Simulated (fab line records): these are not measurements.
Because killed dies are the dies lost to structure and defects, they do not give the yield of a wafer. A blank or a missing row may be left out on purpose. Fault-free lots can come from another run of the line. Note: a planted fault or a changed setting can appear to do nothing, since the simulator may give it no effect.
fab line records	flow n5Finfet
[record] lots = 7	wafers = 21
route steps=1938 shown BEOL_M14@1723 BEOL_M15@1801 MIM_BOT_ETCH@1866 PASSIVATION@1916
startH: start of the lot's first displayed wafer, in hours after the record's first day	waitH: how many hours have passed since the lot's step before this one	" identical to the entry in the row above	L1.1+2: one row covering several wafers at once	- no value, or no start was given	* or withheld: withheld	< > ~ a bound
route shown NAME@n: a module of which the file shows steps, and the number in the route of the first	usual: the fault-free wafers' mean and standard deviation	same: alike in all rows	chamber/n: place in a boat	sites: the reading at each site	_std_site: the values' standard deviation	_edge_site: mean of outer sites minus mean of inner sites	radiusMm: how far each site lies from the wafer's centre	mask NAME#n: copy n	behind: the tool/chamber that last shaped the wafer	hold: cause of the lot's hold/its duration in hours/its outcome	device: transistor that didn't switch, given as n, p or np	end of line: tests run on the same wafers once the route is complete	a step without rows: its recipe alone	killed: not the wafer's yield, but the dies lost to structure and defects at the first sort	map: per-die view of a wafer (x killed, . not killed, _ where there is no die)
set.NAME: the setting that was run; set.NAME@STEP: the one run at that earlier step	model.NAME: the simulator's own value behind a step, which no gauge read
lots run with intentionally changed settings; tables by step, rows by wafer
[[steps]]
[step N5_BEOL_M14_PEB_08]
[recipe] pebTempC = 130	pebTimeS = 90
lot.wafer	tool	chamber	startH	waitH	set.pebTempC
L080.2+3	lithoTrack-03	0	340.48	0.0	130
L080.4	"	0	"	"	127.3
L078.2+5	lithoTrack-05	0	360.31	0.0	132.5
L078.4	"	0	"	"	130
L083.1+3+6	lithoTrack-05	0	360.94	0.1	130
L086.1	lithoTrack-05	0	380.29	0.1	130
L086.5+6	"	0	"	"	128.3
L089.1+3	lithoTrack-05	0	394.89	0.1	131.9
L089.6	"	0	"	"	130
L094.2+4	lithoTrack-05	0	433.17	0.0	133.3
L094.6	"	0	"	"	130
L092.2+3+6	lithoTrack-04	0	438.52	0.0	130
[step N5_BEOL_M14_DEVELOP_09]
[recipe] developTimeS = 45	rinseLiquid = diw	dry = airSpin	devTempC = 21
[step N5_BEOL_M14_HARDBAKE_14]
[recipe] tempC = 130	timeS = 120
[step N5_BEOL_M14_CD_MEAS_10]
[recipe] targetCdNm = 250	landingEnergyEv = 500	detector = seInlens	polarity = opening
[usual] cdNm = 249.3/2.2
lot.wafer	tool	chamber	startH	waitH	set.pebTempC@BEOL_M14_PEB_08	cdNm
L080.2	cdSem-02	0	340.60	-	130	252.1
L080.3	"	0	"	"	130	248.2
L080.4	"	0	"	"	127.3	232.1
L078.2	cdSem-02	0	360.43	-	132.5	261.2
L078.4	"	0	"	"	130	249.1
L078.5	"	0	"	"	132.5	262.2
L083.1	cdSem-02	0	361.06	-	130	247.2
L083.3	"	0	"	"	130	252.4
L083.6	"	0	"	"	130	253.4
L086.1	cdSem-02	0	380.41	-	130	252.3
L086.5	"	0	"	"	128.3	237.6
L086.6	"	0	"	"	128.3	238.8
L089.1	cdSem-02	0	395.01	-	131.9	260.3
L089.3	"	0	"	"	131.9	256.6
L089.6	"	0	"	"	130	253.3
L094.2	cdSem-02	0	433.29	-	133.3	265.5
L094.4	"	0	"	"	133.3	260.5
L094.6	"	0	"	"	130	244.0
L092.2	cdSem-02	0	438.64	-	130	249.4
L092.3	"	0	"	"	130	251.5
L092.6	"	0	"	"	130	252.7
[step N5_BEOL_M14_STRIP_71]
[recipe] chemistry = postEtchResidueRemover	timeS = 60	tempC = 25	removerPh = withheld	removerWaterWtPct = withheld	removerFluorideWtPct = withheld
[step N5_BEOL_M14_SRD_72]
[recipe] timeS = 30	tempC = 23	rinseLiquid = diw	dry = n2Spin	spinRpm = 1500	dryTimeS = 30
[step N5_BEOL_M14_CD_MEAS_17]
[recipe] targetCdNm = 250	polarity = opening
[usual] cdNm = 250.3/2.4
lot.wafer	tool	chamber	startH	waitH	set.pebTempC@BEOL_M14_PEB_08	cdNm
L080.2	cdSem-01	-	341.12	0.0	130	253.9
L080.3	"	-	"	"	130	249.8
L080.4	"	-	"	"	127.3	232.7
L078.2	cdSem-03	-	360.95	0.0	132.5	262.0
L078.4	"	-	"	"	130	252.3
L078.5	"	-	"	"	132.5	266.2
L083.1	cdSem-03	-	361.58	0.0	130	247.4
L083.3	"	-	"	"	130	253.9
L083.6	"	-	"	"	130	254.2
L086.1	cdSem-02	-	381.13	0.0	130	252.6
L086.5	"	-	"	"	128.3	238.5
L086.6	"	-	"	"	128.3	241.9
L089.1	cdSem-02	-	395.67	0.0	131.9	261.4
L089.3	"	-	"	"	131.9	257.4
L089.6	"	-	"	"	130	255.5
L094.2	cdSem-03	-	433.92	0.0	133.3	265.0
L094.4	"	-	"	"	133.3	261.9
L094.6	"	-	"	"	130	245.6
L092.2	cdSem-02	-	439.16	0.0	130	250.4
L092.3	"	-	"	"	130	250.9
L092.6	"	-	"	"	130	251.5
[step N5_BEOL_M15_PEB_26]
[recipe] pebTempC = 130	pebTimeS = 90
lot.wafer	tool	chamber	startH	waitH	set.pebTempC
L080.2+4	lithoTrack-02	0	346.52	0.0	130
L080.3	"	0	"	"	126.6
L078.2+4+5	lithoTrack-03	0	369.02	0.0	130
L083.1+3+6	lithoTrack-02	0	370.10	0.1	131
L086.1+5+6	lithoTrack-02	0	389.87	0.1	130
L089.1+6	lithoTrack-02	0	402.52	0.1	130
L089.3	"	0	"	"	131.3
L094.2+4+6	lithoTrack-03	0	439.42	0.0	130
L092.2+3+6	lithoTrack-03	0	450.45	0.0	130
[step N5_BEOL_M15_DEVELOP_27]
[recipe] developTimeS = 45	rinseLiquid = diw	dry = airSpin	devTempC = 21
[step N5_BEOL_M15_HARDBAKE_32]
[recipe] tempC = 130	timeS = 120
[step N5_BEOL_M15_CD_MEAS_28]
[recipe] targetCdNm = 407.6	landingEnergyEv = 500	detector = seInlens
[usual] cdNm = 406.3/2.4
lot.wafer	tool	chamber	startH	waitH	set.pebTempC@BEOL_M15_PEB_26	cdNm
L080.2	cdSem-02	0	346.64	-	130	405.0
L080.3	"	0	"	"	126.6	387.6
L080.4	"	0	"	"	130	406.3
L078.2	cdSem-03	0	369.13	-	130	407.9
L078.4	"	0	"	"	130	405.2
L078.5	"	0	"	"	130	408.1
L083.1	cdSem-01	0	370.21	-	131	412.4
L083.3	"	0	"	"	131	410.5
L083.6	"	0	"	"	131	408.3
L086.1	cdSem-01	0	389.98	-	130	405.0
L086.5	"	0	"	"	130	407.4
L086.6	"	0	"	"	130	407.3
L089.1	cdSem-02	0	402.63	-	130	410.8
L089.3	"	0	"	"	131.3	414.0
L089.6	"	0	"	"	130	407.3
L094.2	cdSem-01	0	439.54	-	130	407.7
L094.4	"	0	"	"	130	406.4
L094.6	"	0	"	"	130	410.0
L092.2	cdSem-01	0	450.56	-	130	406.8
L092.3	"	0	"	"	130	407.7
L092.6	"	0	"	"	130	409.5
[step N5_BEOL_M15_DESCUM_33]
[recipe] chemistry = O2	timeS = 7.9	sourcePowerW = 50	biasPowerW = 20	pressureMtorr = 20	rfFrequencyHz = 2.712e+07	tempC = 40	o2FlowSccm = 225
lot.wafer	tool	chamber	startH	waitH	set.pebTempC@BEOL_M15_PEB_26	model.BEOL_M15.cdNm
L080.2	rieDiel-02	0	346.73	0.0	130	405.2
L080.3	"	3	"	"	126.6	387.6
L080.4	"	1	"	"	130	406.2
L078.2	rieDiel-03	3	369.22	0.0	130	407.4
L078.4	"	1	"	"	130	405.2
L078.5	"	2	"	"	130	408.4
L083.1	rieDiel-02	1	370.30	0.0	131	412.2
L083.3	"	0	"	"	131	410.6
L083.6	"	0	"	"	131	408.6
L086.1	rieDiel-06	0	390.07	0.0	130	405
L086.5	"	1	"	"	130	406.8
L086.6	"	2	"	"	130	407.4
L089.1	rieDiel-06	1	402.82	0.1	130	410.8
L089.3	"	0	"	"	131.3	414.2
L089.6	"	3	"	"	130	407
L094.2	rieDiel-02	0	439.62	0.0	130	407.8
L094.4	"	1	"	"	130	406.4
L094.6	"	0	"	"	130	409.8
L092.2	rieDiel-02	1	450.81	0.2	130	406.8
L092.3	"	0	"	"	130	407.8
L092.6	"	0	"	"	130	409.4
[step N5_BEOL_M15_ETCH_61]
[recipe] chemistry = N2/H2	target = BARC	targetDepthA = 890	overetchA = 267	timeS = 67.9	ionEnergyEv = 200	pressureMtorr = 30	sourceW = 840	biasW = 150	n2FlowSccm = 200	h2FlowSccm = 200
lot.wafer	tool	chamber	startH	waitH	set.pebTempC@BEOL_M15_PEB_26	model.BEOL_M15.cdNm
L080.2	rieDiel-02	0	346.77	0.0	130	399.6
L080.3	"	3	"	"	126.6	379.8
L080.4	"	1	"	"	130	398.2
L078.2	rieDiel-03	3	369.26	0.0	130	398.8
L078.4	"	1	"	"	130	399.2
L078.5	"	2	"	"	130	402
L083.1	rieDiel-02	1	370.33	0.0	131	404.4
L083.3	"	0	"	"	131	404.2
L083.6	"	0	"	"	131	403
L086.1	rieDiel-06	0	390.10	0.0	130	397
L086.5	"	1	"	"	130	398.8
L086.6	"	2	"	"	130	401.6
L089.1	rieDiel-06	1	402.85	0.0	130	404
L089.3	"	0	"	"	131.3	407
L089.6	"	3	"	"	130	400.4
L094.2	rieDiel-02	0	439.66	0.0	130	401
L094.4	"	1	"	"	130	398.8
L094.6	"	0	"	"	130	403.6
L092.2	rieDiel-02	1	450.84	0.0	130	399.6
L092.3	"	0	"	"	130	400.6
L092.6	"	0	"	"	130	403.2
[step N5_BEOL_M15_TRENCH_ETCH_34]
[recipe] chemistry = C4F8/O2/Ar	target = SiO2	targetDepthA = 8729.3	heInnerTorr = 15	heOuterTorr = 30	timeS = 199	ionEnergyEv = 800	pressureMtorr = 20	sourceW = 1905	biasW = 2040	Ar_flow_sccm = 400	C4F8_flow_sccm = 16	O2_flow_sccm = 12
lot.wafer	tool	chamber	startH	waitH	set.timeS	set.pebTempC@BEOL_M15_PEB_26	model.etch.depthNm	model.coat_of_BEOL_M15_COAT_22.thkNm	model.BEOL_M15.cdNm
L080.2	rieDiel-02	0	346.82	0.0	199	130	879.3	542.4	397.6
L080.3	"	3	"	"	199	126.6	866.2	540.8	379.6
L080.4	"	1	"	"	199	130	868.4	545	398.2
L078.2	rieDiel-03	3	369.31	0.0	199	130	889.3	540	399.8
L078.4	"	1	"	"	199	130	888.5	537.4	399.8
L078.5	"	2	"	"	239.4	130	1051	508	404.4
L083.1	rieDiel-02	1	370.39	0.0	199	131	874.5	542.6	404.2
L083.3	"	0	"	"	199	131	885.4	541.8	402.6
L083.6	"	0	"	"	199	131	893.2	541.2	401.6
L086.1	rieDiel-06	0	390.16	0.0	239.6	130	1060	497.8	398.2
L086.5	"	1	"	"	239.6	130	1107	494.4	400
L086.6	"	2	"	"	199	130	865.9	548	401.6
L089.1	rieDiel-06	1	402.90	0.0	199	130	912.1	535	403.6
L089.3	"	0	"	"	160.7	131.3	708.9	574	405.4
L089.6	"	3	"	"	199	130	862.5	550.2	400
L094.2	rieDiel-02	0	439.71	0.0	166	130	742.6	571	398.8
L094.4	"	1	"	"	199	130	864.6	546.4	398.6
L094.6	"	0	"	"	199	130	885.6	539.8	402.6
L092.2	rieDiel-02	1	450.89	0.0	199	130	868.3	546.8	399.2
L092.3	"	0	"	"	199	130	879.4	544.4	399.4
L092.6	"	0	"	"	199	130	885.7	543.8	402.2
[step N5_BEOL_M15_STRIP_36]
[recipe] chemistry = O2	powerW = 600	tempC = 60	pressureMtorr = 30	rfFrequencyHz = 6e+07	biasPowerW = 0	overashFraction = 0.3	o2FlowSccm = 225
[step N5_BEOL_M15_STRIP_62]
[recipe] chemistry = O2	powerW = 600	tempC = 60	pressureMtorr = 30	rfFrequencyHz = 6e+07	biasPowerW = 0	overashFraction = 0.3	o2FlowSccm = 225
[step N5_BEOL_M15_STRIP_37]
[recipe] chemistry = O2	powerW = 600	tempC = 60	pressureMtorr = 30	rfFrequencyHz = 6e+07	biasPowerW = 0	overashFraction = 0.3	o2FlowSccm = 225
[step N5_BEOL_M15_ETCH_38]
[recipe] chemistry = CF4/N2	target = SiCN	targetDepthA = 1064	taperDeg = 2	timeS = 120.5	ionEnergyEv = 150	maskMaterial = SiO2	pressureMtorr = 40	sourceW = 430	biasW = 70	Ar_flow_sccm = 100	cf4FlowSccm = 60	n2FlowSccm = 60
lot.wafer	tool	chamber	startH	waitH	set.pebTempC@BEOL_M15_PEB_26	model.BEOL_M15.cdNm
L080.2	rieDiel-02	1	-	-	130	397.6
L080.3	"	3	"	"	126.6	379.8
L080.4	"	2	"	"	130	398.4
L078.2+4	rieDiel-06	3,2	-	-	130	399.6
L078.5	"	1	"	"	130	404.4
L083.1	rieDiel-02	0	-	-	131	404.2
L083.3	"	2	"	"	131	402.8
L083.6	"	1	"	"	131	401.4
L086.1	rieDiel-03	0	-	-	130	398.2
L086.5	"	3	"	"	130	399.8
L086.6	"	0	"	"	130	401.8
L089.1	rieDiel-02	0	-	-	130	403.6
L089.3	"	2	"	"	131.3	405.4
L089.6	"	3	"	"	130	400
L094.2	rieDiel-06	2	-	-	130	398.6
L094.4	"	0	"	"	130	398.8
L094.6	"	3	"	"	130	402.6
L092.2	rieDiel-06	1	-	-	130	399.4
L092.3	"	2	"	"	130	399.2
L092.6	"	3	"	"	130	402.2
[step N5_BEOL_M15_PRECLEAN_39]
[recipe] chemistry = residueRemover	timeS = 60	tempC = 40
[step N5_BEOL_M15_SRD_40]
[recipe] timeS = 30	tempC = 23	rinseLiquid = diw	dry = n2Spin	spinRpm = 1500	dryTimeS = 30
[step N5_BEOL_M15_ECD_47]
[recipe] material = Cu	targetThkA = 18600
[step N5_BEOL_M15_ANNEAL_48]
[recipe] tempC = 225	timeS = 90	ambient = N2
[step N5_BEOL_M15_CMP_49]
[recipe] stopOn = SiO2	tOverpolishS = 4.9	downForcePsi = 2	platenRpm = 80	clearingPlatenDownForcePsi = 2	clearingPlatenRpm = 80	postCmpClean = cuAlkaline	targetThkNm = 850	clearingPlatenPadVelocityMS = 1.5917	padVelocityMS = 1.5917
lot.wafer	tool	chamber	startH	waitH	set.timeS@BEOL_M15_TRENCH_ETCH_34	model.Cu_of_BEOL_M15_ECD_47.thkNm
L080.3	cmp-03	2	348.59	0.2	199	845.2
L080.4	"	3	"	"	199	846
L080.2	"	1	"	"	199	856.2
L078.2	cmp-04	2	372.72	0.2	199	864.4
L078.4	"	0	"	"	199	866
L078.5	"	3	"	"	239.4	1027
L083.3	cmp-02	3	373.43	0.2	199	860.8
L083.1	"	1	"	"	199	850.8
L083.6	"	3	"	"	199	867.6
L086.1	cmp-03	2	391.83	0.4	239.6	1039
L086.6	"	3	"	"	199	844.6
L086.5	"	0	"	"	239.6	1086
L089.3	cmp-02	1	406.43	0.2	160.7	686
L089.1	"	0	"	"	199	890.2
L089.6	"	2	"	"	199	838.8
L094.2	cmp-02	3	441.48	0.3	166	720
L094.4	"	1	"	"	199	843.2
L094.6	"	3	"	"	199	862
L092.3	cmp-02	1	452.73	0.2	199	857
L092.2	"	2	"	"	199	844.2
L092.6	"	0	"	"	199	864.8
[step N5_BEOL_M15_THK_MEAS_50]
[recipe] thkMeasGauge = xrf	reads = Cu_of_BEOL_M15_ECD_47
[usual] M15_THK = 872/21
lot.wafer	tool	chamber	startH	waitH	set.timeS@BEOL_M15_TRENCH_ETCH_34	M15_THK[nm]
L080.2	filmMetro-01	-	348.89	-	199	881
L080.3	"	-	"	"	199	868
L080.4	"	-	"	"	199	870
L078.2	filmMetro-01	-	373.01	-	199	883
L078.4	"	-	"	"	199	884
L078.5	"	-	"	"	239.4	1056
L083.1	filmMetro-02	-	373.68	-	199	854
L083.3	"	-	"	"	199	868
L083.6	"	-	"	"	199	872
L086.1	filmMetro-01	-	392.01	-	239.6	1054
L086.5	"	-	"	"	239.6	1108
L086.6	"	-	"	"	199	857
L089.1	filmMetro-01	-	406.75	0.1	199	914
L089.3	"	-	"	"	160.7	704
L089.6	"	-	"	"	199	859
L094.2	filmMetro-01	-	441.73	-	166	725
L094.4	"	-	"	"	199	857
L094.6	"	-	"	"	199	878
L092.2	filmMetro-01	-	452.99	-	199	864
L092.3	"	-	"	"	199	874
L092.6	"	-	"	"	199	885
[step N5_BEOL_M15_PRE_CLEAN_52]
[recipe] gas = NH3	timeS = 15	tempC = withheld	rfPowerW = 300
[step N5_BEOL_M15_DEP_53]
[recipe] material = SiCN	targetThkA = 500	tempC = withheld	precursor = 3MS/NH3	pressureTorr = 3	rfW = 675	timeS = 17.8
[step N5_BEOL_M15_RS_MEAS_54]
[recipe] thkMeasGauge = four-point-probe	reads = Cu_of_BEOL_M15_ECD_47+Ta_of_BEOL_M15_SPUTTER_44+TaN_of_BEOL_M15_SPUTTER_43
[usual] M15_RS = 0.0214/0.00051
lot.wafer	tool	chamber	startH	waitH	set.timeS@BEOL_M15_TRENCH_ETCH_34	M15_RS[ohm/sq]
L080.2	filmMetro-02	-	349.02	0.1	199	0.0214
L080.3	"	-	"	"	199	0.0217
L080.4	"	-	"	"	199	0.0217
L078.2	filmMetro-02	-	373.14	0.1	199	0.0213
L078.4	"	-	"	"	199	0.0212
L078.5	"	-	"	"	239.4	0.0178
L083.1	filmMetro-02	-	373.84	0.1	199	0.0216
L083.3	"	-	"	"	199	0.0213
L083.6	"	-	"	"	199	0.0212
L086.1	filmMetro-02	-	392.14	0.0	239.6	0.0176
L086.5	"	-	"	"	239.6	0.0168
L086.6	"	-	"	"	199	0.0218
L089.1	filmMetro-01	-	406.88	0.0	199	0.0206
L089.3	"	-	"	"	160.7	0.0268
L089.6	"	-	"	"	199	0.0219
L094.2	filmMetro-02	-	441.86	0.1	166	0.0255
L094.4	"	-	"	"	199	0.0218
L094.6	"	-	"	"	199	0.0213
L092.2	filmMetro-01	-	453.12	0.1	199	0.0217
L092.3	"	-	"	"	199	0.0214
L092.6	"	-	"	"	199	0.0212
[step N5_MIM_BOT_ETCH_ETCH_04]
[recipe] chemistry = CF4/O2	target = SiNx	targetDepthA = 260	timeS = 13	ionEnergyEv = 100	pressureMtorr = 40	sourceW = 535	biasW = 49	Ar_flow_sccm = 100	cf4FlowSccm = 100	O2_flow_sccm = 10
lot.wafer	tool	chamber	startH	waitH	set.timeS	model.etch.depthNm
L080.2	rieDiel-04	3	354.49	0.0	13	26.86
L080.3	"	1	"	"	13	26.14
L080.4	"	2	"	"	13	24.05
L078.2	rieDiel-01	3	378.54	0.0	13	26.31
L078.4	"	2	"	"	13	26.78
L078.5	"	3	"	"	13	26.16
L083.1	rieDiel-04	3	378.60	0.0	13	26.87
L083.3	"	2	"	"	13	24.19
L083.6	"	3	"	"	13	26.83
L086.1	rieDiel-04	0	397.46	0.0	13	26.06
L086.5	"	2	"	"	13	24.15
L086.6	"	3	"	"	15.86	32.18
L089.1	rieDiel-01	1	411.54	0.0	13	25.2
L089.3	"	0	"	"	12.25	24.29
L089.6	"	3	"	"	12.25	24.75
L094.2	rieDiel-01	2	447.78	0.0	13	26.51
L094.4	"	1	"	"	10.39	20.9
L094.6	"	0	"	"	13	25.58
L092.2	rieDiel-05	3	456.40	0.0	13	24.81
L092.3	"	0	"	"	13	24.77
L092.6	"	3	"	"	13	24.84
[step N5_PASSIVATION_PECVD_35]
[recipe] material = SiNx	targetThkA = 7000	tempC = 400	precursor = SiH4/NH3/N2	pressureTorr = 4.9	rfW = 1406	timeS = 151.3
lot.wafer	tool	chamber	startH	waitH	set.timeS	model.SiNx_of_PASSIVATION_PECVD_35.thkNm
L080.2	pecvd-04	2	359.73	0.1	140.1	651.8
L080.3	"	1	"	"	151.3	718.4
L080.4	"	1	"	"	151.3	721.4
L078.2	pecvd-03	0	387.46	0.1	151.3	714.2
L078.4	"	1	"	"	151.3	709.2
L078.5	"	2	"	"	151.3	722.8
L083.1	pecvd-01	1	388.89	0.1	163.4	749.6
L083.3	"	2	"	"	151.3	699
L083.6	"	1	"	"	163.4	755.6
L086.1	pecvd-01	2	401.60	0.1	151.3	703.8
L086.5	"	0	"	"	141.4	656.4
L086.6	"	2	"	"	151.3	716.8
L089.1	pecvd-04	2	418.51	0.1	134	630.2
L089.3	"	2	"	"	134	641.2
L089.6	"	0	"	"	151.3	709.6
L094.2	pecvd-01	1	452.44	0.1	151.3	698.4
L094.4	"	0	"	"	151.3	714.8
L094.6	"	1	"	"	151.3	713
L092.2	pecvd-01	0	465.22	0.1	151.3	695.4
L092.3	"	1	"	"	151.3	688.8
L092.6	"	2	"	"	151.3	703.2
[step N5_PASSIVATION_EXPOSE_41]
[recipe] maskId = PASS_OPEN	na = 0.55	defocusNm = 0	sourceShape = conventional	sigmaOuter = 0.8	polarization = unpolarized	targetCdNm = 40000	doseMj = 57.25
lot.wafer	tool	chamber	startH	waitH	mask	set.doseMj
L080.2+4	krfScanner-01	0	360.11	-	PASS_OPEN#0	57.25
L080.3	"	0	"	"	PASS_OPEN#0	59.54
L078.2+4	krfScanner-01	0	387.84	-	PASS_OPEN#0	58.65
L078.5	"	0	"	"	PASS_OPEN#0	57.25
L083.1+6	krfScanner-01	0	389.27	-	PASS_OPEN#0	53.16
L083.3	"	0	"	"	PASS_OPEN#0	57.25
L086.1+6	krfScanner-01	0	401.85	-	PASS_OPEN#0	54.79
L086.5	"	0	"	"	PASS_OPEN#0	57.25
L089.1+6	krfScanner-02	0	418.82	-	PASS_OPEN#0	57.25
L089.3	"	0	"	"	PASS_OPEN#0	54.43
L094.2	krfScanner-01	0	452.82	-	PASS_OPEN#0	55.7
L094.4+6	"	0	"	"	PASS_OPEN#0	57.25
L092.2+3+6	krfScanner-01	0	465.48	-	PASS_OPEN#0	57.25
[step N5_PASSIVATION_PEB_42]
[recipe] pebTempC = withheld	pebTimeS = *
[step N5_PASSIVATION_DEVELOP_43]
[recipe] developTimeS = 60	rinseLiquid = diw	dry = airSpin	devTempC = 21
[step N5_PASSIVATION_HARDBAKE_45]
[recipe] tempC = 130	timeS = 120
[step N5_PASSIVATION_CD_MEAS_44]
[recipe] targetCdNm = 40000	landingEnergyEv = 500	detector = seInlens
[usual] cdNm = 40000/4.7
lot.wafer	tool	chamber	startH	waitH	set.doseMj@PASSIVATION_EXPOSE_41	cdNm
L080.2	cdSem-03	0	360.29	-	57.25	40009
L080.3	"	0	"	"	59.54	40013
L080.4	"	0	"	"	57.25	40000
L078.2	cdSem-03	0	388.02	-	58.65	40012
L078.4	"	0	"	"	58.65	40012
L078.5	"	0	"	"	57.25	39994
L083.1	cdSem-02	0	389.45	-	53.16	39965
L083.3	"	0	"	"	57.25	39993
L083.6	"	0	"	"	53.16	39963
L086.1	cdSem-01	0	402.03	-	54.79	39981
L086.5	"	0	"	"	57.25	39999
L086.6	"	0	"	"	54.79	39990
L089.1	cdSem-03	0	419.00	-	57.25	40000
L089.3	"	0	"	"	54.43	39989
L089.6	"	0	"	"	57.25	40006
L094.2	cdSem-01	0	453.00	-	55.7	39994
L094.4	"	0	"	"	57.25	39997
L094.6	"	0	"	"	57.25	40000
L092.2	cdSem-01	0	465.65	-	57.25	39997
L092.3	"	0	"	"	57.25	40001
L092.6	"	0	"	"	57.25	39999
[[key]]
[split] step = N5_BEOL_M14_PEB_08	setting = pebTempC	stated = 130	by = wafer
[response] step = N5_BEOL_M14_CD_MEAS_10	reading = cdNm	change = +7.43	per = 1%	r = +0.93
[response] step = N5_BEOL_M14_CD_MEAS_17	reading = cdNm	change = +7.09	per = 1%	r = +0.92
[split] step = N5_BEOL_M15_PEB_26	setting = pebTempC	stated = 130	by = wafer
[response] step = N5_BEOL_M15_CD_MEAS_28	reading = cdNm	change = +6.64	per = 1%	r = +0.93
[response] step = N5_BEOL_M15_DESCUM_33	reading = model.BEOL_M15.cdNm	change = +6.71	per = 1%	r = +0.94
[response] step = N5_BEOL_M15_ETCH_61	reading = model.BEOL_M15.cdNm	change = +6.98	per = 1%	r = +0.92
[response] step = N5_BEOL_M15_TRENCH_ETCH_34	reading = model.BEOL_M15.cdNm	change = +6.56	per = 1%	r = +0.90
[response] step = N5_BEOL_M15_ETCH_38	reading = model.BEOL_M15.cdNm	change = +6.53	per = 1%	r = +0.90
[split] step = N5_BEOL_M15_TRENCH_ETCH_34	setting = timeS	stated = 199	by = wafer
[response] step = N5_BEOL_M15_TRENCH_ETCH_34	reading = model.etch.depthNm	change = +9.07	per = 1%	r = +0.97
[response] step = N5_BEOL_M15_TRENCH_ETCH_34	reading = model.coat_of_BEOL_M15_COAT_22.thkNm	change = -1.87	per = 1%	r = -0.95
[response] step = N5_BEOL_M15_CMP_49	reading = model.Cu_of_BEOL_M15_ECD_47.thkNm	change = +9.06	per = 1%	r = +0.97
[response] step = N5_BEOL_M15_THK_MEAS_50	reading = M15_THK	change = +9.46	per = 1%	r = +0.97
[response] step = N5_BEOL_M15_RS_MEAS_54	reading = M15_RS	change = -0.000227	per = 1%	r = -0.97
[split] step = N5_MIM_BOT_ETCH_ETCH_04	setting = timeS	stated = 13	by = wafer
[response] step = N5_MIM_BOT_ETCH_ETCH_04	reading = model.etch.depthNm	change = +0.286	per = 1%	r = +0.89
[split] step = N5_PASSIVATION_PECVD_35	setting = timeS	stated = 151.3	by = wafer
[response] step = N5_PASSIVATION_PECVD_35	reading = model.SiNx_of_PASSIVATION_PECVD_35.thkNm	change = +7.29	per = 1%	r = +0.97
[split] step = N5_PASSIVATION_EXPOSE_41	setting = doseMj	stated = 57.25	by = wafer
[response] step = N5_PASSIVATION_CD_MEAS_44	reading = cdNm	change = +3.49	per = 1%	r = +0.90
